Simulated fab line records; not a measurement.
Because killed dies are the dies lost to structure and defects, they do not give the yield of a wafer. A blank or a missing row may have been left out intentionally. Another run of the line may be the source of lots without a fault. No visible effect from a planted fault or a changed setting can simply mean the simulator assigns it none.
One fault seen from 3 desks :: flow n5Finfet :: each desk holds nothing but its own numbers, with what lay behind them at the end

== AT THE METROLOGY DESK ==
Lot by lot, what the gauges showed, no matter which tool ran the lot: averages of those sampled wafers that carry a number. Marked OUT: a lot whose mean sits more than 4 standard deviations from the usual mean, which makes it out of limits; the brackets give that distance.
Columns: A = cdNm at N5_BEOL_M7_CD_MEAS_18, usual 40.0 nm; B = cdNm at N5_BEOL_M7_CD_MEAS_28, usual 40.02 nm; C = V6_OVL at N5_BEOL_M7_OVL_MEAS_29, usual 0.2 nm
lot: L221
first seen here: day 10 21:05
A: 40.1
B: 40.06
C: 0.4

lot: L223
first seen here: day 11 10:01
A: 39.2
B: 39.92
C: 0.1

lot: L232
first seen here: day 13 19:07
A: 40.6
B: 39.70
C: 0.1

lot: L233
first seen here: day 14 06:32
A: 40.3
B: 39.76
C: 0.4

lot: L238
first seen here: day 15 21:09
A: 41.7
B: 40.03
C: 0.7

lot: L240
first seen here: day 15 21:51
A: 39.5
B: 40.05
C: 0.4
This desk's finding: nothing out of limits on any of the 6 lots.

== AT THE TOOL OWNER'S DESK: lithoTrack-05 ==
The tool's own readings at N5_BEOL_M7_COAT_22 (resist thk 30 nm): means of the sampled wafers that have a number, for each lot that ran on this tool. Marked OUT: a lot whose mean sits more than 4 standard deviations from the usual mean, which makes it out of limits; the brackets give that distance.
Columns: A = spinSpeedRpm at N5_BEOL_M7_COAT_22, usual 1500.1 rpm
lot: L221
first seen here: day 10 21:08
A: 1500.2

lot: L232
first seen here: day 13 22:37
A: 1541.2 (+45) OUT

lot: L233
first seen here: day 14 08:04
A: 1540.8 (+45) OUT
This desk's finding: out of limits on L232, L233; first on L232, day 13 22:37 (spinSpeedRpm at N5_BEOL_M7_COAT_22). Within limits: L221.

== THE DEFECT DESK ==
Counts from the inspections along the route, per lot, as means over the sampled wafers that have a number. Marked OUT: a lot whose mean sits more than 4 standard deviations from the usual mean, which makes it out of limits; the brackets give that distance.
Columns: A = rawDefectCount at N5_BEOL_M7_INSPECT_13, usual 431; B = rawDefectCount at N5_BEOL_M7_INSPECT_30, usual 430
lot: L221
first seen here: day 10 20:32
A: 442
B: 429

lot: L223
first seen here: day 11 09:20
A: 549
B: 533

lot: L232
first seen here: day 13 18:37
A: 484
B: 474

lot: L233
first seen here: day 14 06:02
A: 516
B: 497

lot: L238
first seen here: day 15 20:19
A: 343
B: 347

lot: L240
first seen here: day 15 21:11
A: 481
B: 517
This desk's finding: nothing out of limits on any of the 6 lots.

== PUT TOGETHER ==
The tool owner's desk could have raised an alarm at day 13 22:37, on L232, L233.
The metrology desk saw nothing out of limits.
The defect desk saw nothing out of limits.
The metrology desk holds a record of L232, L233, inside its limits.
The defect desk has L232, L233 on record, within its limits.
N5_BEOL_M7_COAT_22 was run on lithoTrack-05 by each of the lots named.

== WHAT WAS PUT IN BY THE SIMULATOR ==
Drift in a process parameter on lithoTrack-05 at N5_BEOL_M7_COAT_22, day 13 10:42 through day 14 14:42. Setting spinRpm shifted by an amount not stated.
Struck lots among those shown: L232, L233.
Time in hours from fault onset to the first out-of-limits reading at each desk: the tool owner's desk, 12.
